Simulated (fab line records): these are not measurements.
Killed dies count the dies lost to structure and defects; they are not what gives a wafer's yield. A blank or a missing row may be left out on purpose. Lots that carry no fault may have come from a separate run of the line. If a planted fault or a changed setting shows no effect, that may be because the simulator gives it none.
fab line records	flow n5Finfet
[record] lots = 7	wafers = 39
route steps=1938 shown FIN_SAQP@102 FIN_CUT@169 DUMMY_GATE@237 MOL_CONTACT_COAG@538
startH: the number of hours between the record's first day and the start of the first shown wafer of the lot	waitH: hours since the lot's step before	" the same as in the row above	L1.1+2: one row covering several wafers at once	- either no value or no given start	* or withheld: withheld	< > ~ a bound
route shown NAME@n: NAME is a module with steps in the file, n the number in the route of the first one	usual: the fault-free wafers' mean and standard deviation	same: alike in all rows	chamber/n: place in a boat	sites: each site's reading	_std_site: standard deviation of those values	_edge_site: inner sites' mean taken away from outer sites' mean	radiusMm: for every site, how far away it sits from the centre of the wafer	mask NAME#n: copy n	behind: the last tool/chamber to shape the wafer	hold: why the lot went on hold/how many hours it stayed there/how the hold came to an end	device: which transistor (n, p or np) failed to switch	end of line: the same wafers' tests at the end of the route	a step given without rows: its recipe and nothing more	killed: dies that structure and defects cost at the first sort, which is not the same as the wafer's yield	map: a wafer's dies, marking killed ones x, the rest . and places with no die _
set.NAME: the run value of the setting; set.NAME@STEP: its run value at that earlier step	model.NAME: the simulator's own value behind a step, which no gauge read
lots run with intentionally changed settings; tables by step, rows by wafer
[[steps]]
[step N5_FIN_SAQP_HM_DEP_72]
[recipe] material = SiO2	targetThkA = 120	tempC = 400	precursor = SiH4/N2O	pressureTorr = 0.75	rfW = 275	timeS = 7.2
lot.wafer	tool	chamber	startH	waitH	set.timeS	model.SiO2_of_FIN_SAQP_HM_DEP_72.thkNm
L079.1	pecvd-02	1	51.35	0.0	7.2	12.03
L079.2	"	2	"	"	7.2	11.89
L079.3	"	0	"	"	7.2	11.86
L079.4	"	1	"	"	7.2	12.05
L079.5	"	0	"	"	7.2	12.21
L079.6	"	2	"	"	7.2	12
L084.1	pecvd-03	0	81.25	0.0	7.2	11.95
L084.2	"	2	"	"	7.2	11.7
L084.3	"	1	"	"	8.118	13.25
L084.4+5	"	1,0	"	"	8.118	13.62
L084.6	"	2	"	"	7.2	11.92
L086.1	pecvd-03	0	94.57	0.0	6.307	10.64
L086.2	"	1	"	"	7.2	12.02
L086.3	"	2	"	"	7.2	12
L086.4	"	2	"	"	6.307	10.67
L086.5	"	0	"	"	6.307	10.75
L086.6	"	1	"	"	7.2	12.29
L088.1	pecvd-04	2	105.88	0.0	7.856	13.32
L088.2	"	1	"	"	7.856	13.11
L088.3	"	0	"	"	7.2	12.1
L088.4	"	1	"	"	7.856	13.35
L088.5	"	2	"	"	7.2	12.39
L088.6	"	0	"	"	7.2	12.09
L090.1	pecvd-02	1	116.97	0.0	7.626	12.73
L090.2	"	2	"	"	7.2	12.16
L090.3	"	0	"	"	7.626	12.52
L090.4	"	2	"	"	7.626	12.96
L090.5	"	0	"	"	7.2	12.2
L090.6	"	1	"	"	7.2	12.19
L092.2	pecvd-02	1	129.47	0.0	7.2	12.06
L092.3	"	0	"	"	7.2	11.92
L092.5	"	2	"	"	7.2	12.23
L093.1	pecvd-02	1	135.33	0.0	7.2	11.86
L093.2	"	0	"	"	7.2	11.83
L093.3	"	2	"	"	7.2	11.96
L093.4	"	2	"	"	7.2	12.18
L093.5	"	1	"	"	7.2	12.02
L093.6	"	0	"	"	7.2	12.01
[step N5_FIN_SAQP_COAT_49]
[recipe] resist = SOC	tempC = 250	timeS = 60	spinRpm = 1500	resistThkNm = 100
[step N5_FIN_SAQP_COAT_50]
[recipe] resist = SiARC	tempC = 220	timeS = 60	spinRpm = 1500	resistThkNm = 35
[step N5_FIN_SAQP_ETCH_52]
[recipe] chemistry = N2/H2	target = SOC	targetDepthA = 1000	overetchA = 200	maskMaterial = SiARC	tempC = 40	timeS = 150	ionEnergyEv = 200	pressureMtorr = 30	sourceW = 840	biasW = 150	n2FlowSccm = 200	h2FlowSccm = 200	ends = endPoint
[step N5_FIN_SAQP_STRIP_53]
[recipe] chemistry = N2/H2	tempC = 40	n2FlowSccm = 200	h2FlowSccm = 200	rfFrequencyHz = 6e+07
[step N5_FIN_SAQP_HM_OPEN_73]
[recipe] chemistry = CHF3/O2	target = SiO2	stopOn = a-Si	targetDepthA = 120	overEtchFrac = 1.8	maskMaterial = SOC	timeS = 16.8	pressureMtorr = 30	sourceW = 650	biasW = 170	Ar_flow_sccm = 200	CHF3_flow_sccm = 50	O2_flow_sccm = 5	ionEnergyEv = 200	ends = endPoint
lot.wafer	tool	chamber	startH	waitH	set.timeS@FIN_SAQP_HM_DEP_72	model.etch.depthNm
L079.1	rieDiel-06	1	51.97	0.0	7.2	12.03
L079.2	"	0	"	"	7.2	11.89
L079.3	"	3	"	"	7.2	11.86
L079.4	"	2	"	"	7.2	12.05
L079.5	"	0	"	"	7.2	12.21
L079.6	"	3	"	"	7.2	12
L084.1	rieDiel-02	3	81.87	0.0	7.2	11.95
L084.2	"	1	"	"	7.2	11.7
L084.3	"	2	"	"	8.118	13.25
L084.4+5	"	0	"	"	8.118	13.62
L084.6	"	3	"	"	7.2	11.92
L086.1	rieDiel-06	2	95.19	0.0	6.307	10.64
L086.2	"	1	"	"	7.2	12.02
L086.3	"	0	"	"	7.2	12
L086.4	"	3	"	"	6.307	10.67
L086.5	"	2	"	"	6.307	10.75
L086.6	"	1	"	"	7.2	12.29
L088.1	rieDiel-02	0	106.77	0.0	7.856	13.32
L088.2	"	3	"	"	7.856	13.11
L088.3	"	2	"	"	7.2	12.1
L088.4	"	1	"	"	7.856	13.35
L088.5	"	0	"	"	7.2	12.39
L088.6	"	1	"	"	7.2	12.09
L090.1	rieDiel-06	3	117.71	0.0	7.626	12.73
L090.2	"	2	"	"	7.2	12.16
L090.3	"	1	"	"	7.626	12.52
L090.4	"	2	"	"	7.626	12.96
L090.5	"	3	"	"	7.2	12.2
L090.6	"	1	"	"	7.2	12.19
L092.2	rieDiel-05	0	130.22	0.0	7.2	12.06
L092.3	"	1	"	"	7.2	11.92
L092.5	"	3	"	"	7.2	12.23
L093.1	rieDiel-06	1	135.96	0.0	7.2	11.86
L093.2	"	0	"	"	7.2	11.83
L093.3	"	3	"	"	7.2	11.96
L093.4	"	3	"	"	7.2	12.18
L093.5	"	0	"	"	7.2	12.02
L093.6	"	1	"	"	7.2	12.01
[step N5_FIN_CUT_ETCH_21]
[recipe] chemistry = N2/H2	target = SOC	targetDepthA = 2190	overetchA = 438	maskMaterial = SiARC	tempC = 40	ionEnergyEv = 100	biasW = 61	timeS = 523.5	pressureMtorr = 30	sourceW = 850	n2FlowSccm = 200	h2FlowSccm = 200
lot.wafer	tool	chamber	startH	waitH	set.timeS	model.etch.depthNm	model.SiARC_of_FIN_CUT_COAT_19.thkNm	model.FIN_CUT.cdOffsetNm
L079.1	rieDiel-01	3	56.91	0.0	482.8	229.8	12	-0.2
L079.2	"	2	"	"	523.5	230.6	12	-0.2
L079.3	"	0	"	"	523.5	229.8	11.8	-0.4
L079.4	"	1	"	"	523.5	230.5	12.2	-0.4
L079.5	"	2	"	"	482.8	230.5	12.6	-0.8
L079.6	"	1	"	"	482.8	230.4	12.8	-0.6
L084.1	rieDiel-04	0	86.61	0.0	523.5	230.9	11.8	0.2
L084.2	"	2	"	"	430.7	216	13.2	-1.2
L084.3	"	3	"	"	430.7	217.8	13.2	-1
L084.4	"	1	"	"	523.5	231	11.8	0.2
L084.5	"	2	"	"	430.7	217.3	13.2	-0.6
L084.6	"	3	"	"	523.5	230.8	11.8	0.2
L086.1	rieDiel-03	1	100.33	0.0	482.8	228.7	12.4	-0.2
L086.2	"	2	"	"	523.5	229.4	11.8	0.4
L086.3	"	0	"	"	523.5	229.2	11.8	0.4
L086.4	"	3	"	"	523.5	229.3	11.8	-0.6
L086.5	"	2	"	"	482.8	229.2	12.4	-0.4
L086.6	"	1	"	"	482.8	228.8	12.4	-0.4
L088.1	rieDiel-04	0	113.03	0.0	523.5	230.3	11.8	0.2
L088.2+3	"	3,2	"	"	468.2	230.4	12.6	-0.6
L088.4	"	2	"	"	468.2	230.1	12.6	-0.6
L088.5	"	0	"	"	523.5	229.9	11.8	0
L088.6	"	3	"	"	523.5	229.7	11.8	-0.2
L090.1	rieDiel-04	0	122.74	0.0	406.3	205	13.6	-1.8
L090.2	"	2	"	"	523.5	230.3	11.8	0
L090.3	"	1	"	"	523.5	230.1	11.8	-0.4
L090.4	"	1	"	"	406.3	204.8	13.6	-1.4
L090.5	"	0	"	"	523.5	230.5	11.8	-0.4
L090.6	"	2	"	"	406.3	203.2	13.8	-1
L092.2	rieDiel-03	0	135.13	0.0	523.5	229.4	11.8	0.2
L092.3	"	1	"	"	523.5	229.5	12	0.4
L092.5	"	3	"	"	523.5	228.8	12	-0.2
L093.1	rieDiel-04	3	140.51	0.0	523.5	229.8	12	0
L093.2	"	0	"	"	523.5	231.2	12	0.2
L093.3	"	1	"	"	416.1	211.6	13.6	-1.4
L093.4	"	2	"	"	523.5	230.6	12	0.6
L093.5	"	2	"	"	416.1	211.6	13.6	-0.8
L093.6	"	1	"	"	416.1	210.6	13.6	-0.8
[step N5_FIN_CUT_STRIP_23]
[recipe] chemistry = N2/H2	tempC = 40	n2FlowSccm = 200	h2FlowSccm = 200	rfFrequencyHz = 6e+07
[step N5_FIN_CUT_STRIP_31]
[recipe] chemistry = N2/H2	tempC = 40	n2FlowSccm = 200	h2FlowSccm = 200	rfFrequencyHz = 6e+07
[step N5_FIN_CUT_PRECLEAN_35]
[recipe] timeS = 13.3	tempC = 45	pressureTorr = 125	pHfTorr = 3	pCoreactantTorr = 25	chemistry = vHF
[step N5_FIN_CUT_CUT_ETCH_15]
[recipe] chemistry = HBr/Cl2/O2	target = Si	targetDepthA = 1000	btTimeS = 10	maskMaterial = SOC	timeS = 42.4	ionEnergyEv = *	biasW = *	pressureMtorr = 10	icpW = 800	HBr_flow_sccm = 150	Cl2_flow_sccm = 80	O2_flow_sccm = 12
[step N5_FIN_CUT_CUT_ETCH_28]
[recipe] chemistry = HBr/Cl2/O2	target = Si	targetDepthA = 60	maskMaterial = SOC	timeS = 2.4	ionEnergyEv = *	biasW = *	pressureMtorr = 10	icpW = 800	HBr_flow_sccm = 150	Cl2_flow_sccm = 80	O2_flow_sccm = 12
lot.wafer	tool	chamber	startH	waitH	set.timeS@FIN_CUT_ETCH_21	model.FIN_CUT.cdOffsetNm
L079.1	rieSi-06	2	57.50	0.0	482.8	-0.2
L079.2	"	1	"	"	523.5	-0.2
L079.3	"	0	"	"	523.5	-0.4
L079.4	"	3	"	"	523.5	-0.6
L079.5+6	"	0,1	"	"	482.8	-0.6
L084.1+6	rieSi-06	0	87.21	0.0	523.5	0.6
L084.2	"	3	"	"	430.7	-1
L084.3	"	2	"	"	430.7	-0.8
L084.4	"	1	"	"	523.5	0.4
L084.5	"	3	"	"	430.7	-0.4
L086.1	rieSi-04	3	100.92	0.0	482.8	-0.2
L086.2+3	"	1,0	"	"	523.5	0.4
L086.4	"	2	"	"	523.5	-0.6
L086.5	"	2	"	"	482.8	-0.4
L086.6	"	3	"	"	482.8	-0.6
L088.1	rieSi-02	0	113.63	0.0	523.5	0.4
L088.2+4	"	1,3	"	"	468.2	-0.4
L088.3	"	2	"	"	468.2	-0.6
L088.5	"	1	"	"	523.5	0.2
L088.6	"	0	"	"	523.5	0
L090.1	rieSi-06	2	123.33	0.0	406.3	-1.4
L090.2	"	0	"	"	523.5	0.6
L090.3	"	3	"	"	523.5	-0.2
L090.4	"	1	"	"	406.3	-1
L090.5	"	0	"	"	523.5	0
L090.6	"	1	"	"	406.3	-0.8
L092.2+3	rieSi-04	0,2	135.72	0.0	523.5	0
L092.5	"	0	"	"	523.5	-0.4
L093.1	rieSi-06	1	141.11	0.0	523.5	0.2
L093.2	"	2	"	"	523.5	0.6
L093.3	"	3	"	"	416.1	-1.2
L093.4	"	0	"	"	523.5	0.8
L093.5	"	2	"	"	416.1	-0.6
L093.6	"	3	"	"	416.1	-0.4
[step N5_DUMMY_GATE_ETCH_37]
[recipe] chemistry = N2/H2	target = SOC	targetDepthA = 600	overetchA = 300	tempC = 40	ionEnergyEv = 200	pressureMtorr = 30	sourceW = 840	biasW = 150	n2FlowSccm = 200	h2FlowSccm = 200
[usual] rfVppV = 524.4/2.9
lot.wafer	tool	chamber	startH	waitH	set.sourceW	rfVppV
L079.1	rieDiel-01	2	75.91	0.0	739.7	545.2
L079.2	"	3	"	"	739.7	546.7
L079.3	"	0	"	"	840	527.8
L079.4	"	0	"	"	840	528.2
L079.5	"	2	"	"	840	524.2
L079.6	"	3	"	"	739.7	548.1
L084.1	rieDiel-03	3	105.62	0.0	840	521.5
L084.2	"	1	"	"	840	525.4
L084.3	"	0	"	"	840	520.4
L084.4	"	2	"	"	840	528.3
L084.5	"	1	"	"	840	525.4
L084.6	"	0	"	"	840	521.7
L086.1	rieDiel-04	3	119.10	0.0	990.3	492.9
L086.2	"	2	"	"	990.3	498.1
L086.3	"	0	"	"	840	526.0
L086.4	"	2	"	"	990.3	498.8
L086.5	"	0	"	"	840	525.9
L086.6	"	3	"	"	840	521.0
L088.1	rieDiel-04	1	132.87	0.0	768.2	537.2
L088.2	"	0	"	"	840	526.6
L088.3	"	3	"	"	768.2	536.2
L088.4	"	2	"	"	840	525.2
L088.5	"	2	"	"	840	525.7
L088.6	"	3	"	"	768.2	534.3
L090.1	rieDiel-03	0	141.21	0.0	718.2	546.6
L090.2	"	1	"	"	840	526.2
L090.3	"	3	"	"	840	522.8
L090.4	"	2	"	"	840	527.4
L090.5	"	3	"	"	718.2	550.9
L090.6	"	0	"	"	718.2	547.9
L092.2	rieDiel-04	2	153.55	0.0	840	527.3
L092.3	"	3	"	"	840	522.9
L092.5	"	0	"	"	840	525.4
L093.1	rieDiel-01	1	163.32	0.0	840	529.2
L093.2	"	0	"	"	913.9	513.2
L093.3	"	3	"	"	913.9	511.3
L093.4	"	3	"	"	840	524.1
L093.5	"	1	"	"	840	528.1
L093.6	"	0	"	"	913.9	513.7
[step N5_DUMMY_GATE_ETCH_32]
[recipe] chemistry = CF4	target = SiO2	targetDepthA = 35	timeS = 3.9	ionEnergyEv = 350	pressureMtorr = 10	icpW = 800	biasW = 400	cf4FlowSccm = 80
lot.wafer	tool	chamber	startH	waitH	set.timeS	model.etch.depthNm
L079.1	rieSi-06	2	76.43	0.1	4.243	3.872
L079.2	"	1	"	"	4.243	3.811
L079.3	"	0	"	"	3.9	3.509
L079.4	"	3	"	"	3.9	3.561
L079.5	"	1	"	"	4.243	3.79
L079.6	"	0	"	"	3.9	3.532
L084.1	rieSi-02	0	106.15	0.1	3.9	3.503
L084.2	"	3	"	"	3.9	3.436
L084.3	"	2	"	"	3.9	3.409
L084.4	"	1	"	"	3.9	3.494
L084.5	"	0	"	"	3.9	3.487
L084.6	"	3	"	"	3.9	3.489
L086.1	rieSi-06	1	119.93	0.1	3.11	2.811
L086.2	"	2	"	"	3.9	3.514
L086.3	"	3	"	"	3.9	3.572
L086.4	"	0	"	"	3.11	2.813
L086.5	"	1	"	"	3.9	3.547
L086.6	"	2	"	"	3.11	2.83
L088.1	rieSi-04	2	133.40	0.1	4.222	3.83
L088.2	"	3	"	"	3.9	3.563
L088.3	"	0	"	"	4.222	3.823
L088.4	"	1	"	"	4.222	3.682
L088.5	"	3	"	"	3.9	3.551
L088.6	"	2	"	"	3.9	3.529
L090.1	rieSi-06	2	141.73	0.1	3.399	3.072
L090.2	"	1	"	"	3.399	3.093
L090.3	"	3	"	"	3.9	3.525
L090.4	"	0	"	"	3.399	3.064
L090.5	"	2	"	"	3.9	3.582
L090.6	"	3	"	"	3.9	3.555
L092.2	rieSi-06	2	154.50	0.1	3.9	3.547
L092.3	"	1	"	"	3.9	3.503
L092.5	"	3	"	"	3.9	3.578
L093.1	rieSi-04	0	163.92	0.1	3.9	3.543
L093.2	"	2	"	"	3.9	3.512
L093.3	"	3	"	"	3.9	3.518
L093.4	"	1	"	"	3.9	3.405
L093.5	"	0	"	"	3.9	3.51
L093.6	"	1	"	"	3.9	3.399
[step N5_DUMMY_GATE_ETCH_44]
[recipe] chemistry = HBr/O2	overEtchFrac = 0.7	targetDepthA = 1275	stopOn = SiO2	ionEnergyEv = 60	biasW = 20	target = poly-Si	maskMaterial = SiO2	pressureMtorr = 20	icpW = 400	HBr_flow_sccm = 120	O2_flow_sccm = 10
[usual] oesProductAu = 0.725/0.011
lot.wafer	tool	chamber	startH	waitH	set.targetDepthA	oesProductAu
L079.1	rieSi-06	2	76.52	0.0	1275	0.738
L079.2	"	1	"	"	1275	0.741
L079.3	"	0	"	"	1117	0.772
L079.4	"	3	"	"	1275	0.725
L079.5	"	1	"	"	1117	0.792
L079.6	"	0	"	"	1117	0.770
L084.1	rieSi-02	0	106.24	0.0	1334	0.716
L084.2	"	3	"	"	1275	0.734
L084.3	"	2	"	"	1275	0.731
L084.4	"	1	"	"	1275	0.737
L084.5	"	0	"	"	1334	0.719
L084.6	"	3	"	"	1334	0.720
L086.1	rieSi-06	1	120.02	0.0	1275	0.719
L086.2	"	2	"	"	1275	0.736
L086.3	"	3	"	"	1275	0.714
L086.4	"	0	"	"	1154	0.754
L086.5	"	1	"	"	1154	0.770
L086.6	"	2	"	"	1154	0.777
L088.1	rieSi-04	2	133.49	0.0	1275	0.708
L088.2	"	3	"	"	1275	0.711
L088.3	"	0	"	"	1275	0.709
L088.4	"	1	"	"	1275	0.707
L088.5	"	3	"	"	1275	0.710
L088.6	"	2	"	"	1275	0.712
L090.1	rieSi-06	2	141.82	0.0	1275	0.739
L090.2	"	1	"	"	1275	0.725
L090.3	"	3	"	"	1275	0.724
L090.4	"	0	"	"	1322	0.699
L090.5	"	2	"	"	1322	0.727
L090.6	"	3	"	"	1322	0.697
L092.2	rieSi-06	2	154.59	0.0	1275	0.732
L092.3	"	1	"	"	1275	0.742
L092.5	"	3	"	"	1275	0.710
L093.1	rieSi-04	0	164.01	0.0	1275	0.716
L093.2	"	2	"	"	1393	0.695
L093.3	"	3	"	"	1393	0.684
L093.4	"	1	"	"	1393	0.686
L093.5	"	0	"	"	1275	0.724
L093.6	"	1	"	"	1275	0.716
[step N5_MOL_CONTACT_COAG_ETCH_110]
[recipe] chemistry = CF4/O2	target = Si	targetDepthA = 25	timeS = 8	pressureMtorr = 100	sourceW = 200	biasW = 12	ionEnergyEv = 60	Ar_flow_sccm = 100	cf4FlowSccm = 100	O2_flow_sccm = 10
[usual] rfVppV = 127.2/1.5
lot.wafer	tool	chamber	startH	waitH	set.biasW	rfVppV	model.etch.depthNm
L079.1	rieDiel-06	1	116.09	0.0	12	128.2	2.471
L079.2	"	3	"	"	12	126.9	2.498
L079.3	"	2	"	"	12	126.8	2.458
L079.4	"	1	"	"	10.28	113.5	2.324
L079.5	"	3	"	"	10.28	112.2	2.343
L079.6	"	2	"	"	10.28	112.2	2.335
L084.1	rieDiel-05	2	145.27	0.0	12	127.4	2.5
L084.2	"	3	"	"	9.984	107.6	2.346
L084.3	"	0	"	"	12	126.3	2.555
L084.4	"	1	"	"	9.984	111.2	2.329
L084.5	"	2	"	"	12	125.6	2.496
L084.6	"	3	"	"	9.984	107.2	2.346
L086.1	rieDiel-06	0	162.25	0.0	12	129.2	2.506
L086.2	"	2	"	"	10.37	113.0	2.379
L086.3	"	1	"	"	12	128.9	2.481
L086.4	"	0	"	"	10.37	115.2	2.399
L086.5	"	1	"	"	10.37	114.0	2.317
L086.6	"	2	"	"	12	126.9	2.531
L088.1	rieDiel-05	2	175.73	0.0	12	126.1	2.535
L088.2	"	1	"	"	13.76	142.2	2.672
L088.3	"	0	"	"	12	128.3	2.559
L088.4	"	3	"	"	13.76	138.5	2.672
L088.5	"	1	"	"	12	127.9	2.519
L088.6	"	2	"	"	13.76	140.8	2.681
L090.1	rieDiel-06	1	183.08	0.0	12	129.9	2.459
L090.2	"	0	"	"	12.76	135.3	2.567
L090.3	"	2	"	"	12.76	133.6	2.572
L090.4	"	3	"	"	12	128.8	2.484
L090.5	"	2	"	"	12	126.9	2.521
L090.6	"	3	"	"	12.76	134.2	2.54
L092.2	rieDiel-06	1	195.41	0.0	12	127.8	2.48
L092.3	"	3	"	"	12	126.6	2.495
L092.5	"	0	"	"	12	127.8	2.509
L093.1	rieDiel-02	2	205.61	0.0	12	129.6	2.468
L093.2	"	3	"	"	12	127.1	2.52
L093.3	"	0	"	"	10.37	111.2	2.242
L093.4	"	1	"	"	10.37	113.4	2.321
L093.5	"	1	"	"	12	124.9	2.464
L093.6	"	0	"	"	10.37	111.9	2.269
[step N5_MOL_CONTACT_COAG_ALD_27]
[recipe] material = SiOC	targetThkA = 170	tempC = 400	aldPrecursorFamily = carbosiloxane	aldCoReactant = H2-plasma	pulseTimeS = 1.5	timeS = 2720	purgeTimeS = 2	coReactantPurgeTimeS = 2	aldCycles = 340	pressureTorr = 2
lot.wafer	tool	chamber	startH	waitH	set.timeS	model.SiOC_of_MOL_CONTACT_COAG_ALD_27.thkNm
L079.1+6	aldSin-01	1,2	122.52	0.2	2720	17
L079.2	"	2	"	"	2720	16.8
L079.3+4+5	"	3,0,1	"	"	3151	17
L084.1+2+6	aldSin-01	1,3,1	151.59	0.0	2720	17
L084.3+5	"	2,3	"	"	3173	17
L084.4	"	2	"	"	3173	16.8
L086.1+5+6	aldSin-04	0,2,1	167.83	0.0	2720	17
L086.2+3+4	"	1,3,2	"	"	2078	13
L088.1+2+3+4+5	aldSin-02	1,2,3,0,2	186.36	0.5	2720	17
L088.6	"	1	"	"	2720	17.2
L090.1	aldSin-01	1	190.39	0.9	2720	17.2
L090.2+3+4+5+6	"	2,3,0,2,1	"	"	2720	17
L092.2+3+5	aldSin-01	3,1,0	202.11	0.0	2720	17
L093.1+2+3	aldSin-02	0,2,3	213.06	0.8	3301	17
L093.4+6	"	1,0	"	"	2720	17.2
L093.5	"	3	"	"	2720	17
[[key]]
[split] step = N5_FIN_SAQP_HM_DEP_72	setting = timeS	stated = 7.2	by = wafer
[response] step = N5_FIN_SAQP_HM_DEP_72	reading = model.SiO2_of_FIN_SAQP_HM_DEP_72.thkNm	change = +0.118	per = 1%	r = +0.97
[response] step = N5_FIN_SAQP_HM_OPEN_73	reading = model.etch.depthNm	change = +0.118	per = 1%	r = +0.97
[split] step = N5_FIN_CUT_ETCH_21	setting = timeS	stated = 523.5	by = wafer
[response] step = N5_FIN_CUT_ETCH_21	reading = model.etch.depthNm	change = +0.832	per = 1%	r = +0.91
[response] step = N5_FIN_CUT_ETCH_21	reading = model.SiARC_of_FIN_CUT_COAT_19.thkNm	change = -0.0791	per = 1%	r = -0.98
[response] step = N5_FIN_CUT_ETCH_21	reading = model.FIN_CUT.cdOffsetNm	change = +0.0561	per = 1%	r = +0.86
[response] step = N5_FIN_CUT_CUT_ETCH_28	reading = model.FIN_CUT.cdOffsetNm	change = +0.0589	per = 1%	r = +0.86
[split] step = N5_DUMMY_GATE_ETCH_37	setting = sourceW	stated = 840	by = wafer
[response] step = N5_DUMMY_GATE_ETCH_37	reading = rfVppV	change = -1.56	per = 1%	r = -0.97
[split] step = N5_DUMMY_GATE_ETCH_32	setting = timeS	stated = 3.9	by = wafer
[response] step = N5_DUMMY_GATE_ETCH_32	reading = model.etch.depthNm	change = +0.0351	per = 1%	r = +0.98
[split] step = N5_DUMMY_GATE_ETCH_44	setting = targetDepthA	stated = 1275	by = wafer
[response] step = N5_DUMMY_GATE_ETCH_44	reading = oesProductAu	change = -0.00379	per = 1%	r = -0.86
[split] step = N5_MOL_CONTACT_COAG_ETCH_110	setting = biasW	stated = 12	by = wafer
[response] step = N5_MOL_CONTACT_COAG_ETCH_110	reading = rfVppV	change = +1.02	per = 1%	r = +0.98
[response] step = N5_MOL_CONTACT_COAG_ETCH_110	reading = model.etch.depthNm	change = +0.011	per = 1%	r = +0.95
[split] step = N5_MOL_CONTACT_COAG_ALD_27	setting = timeS	stated = 2720	by = wafer
[response] step = N5_MOL_CONTACT_COAG_ALD_27	reading = model.SiOC_of_MOL_CONTACT_COAG_ALD_27.thkNm	shape = bent	atLowest = 13	atStated = 17.02	atHighest = 17
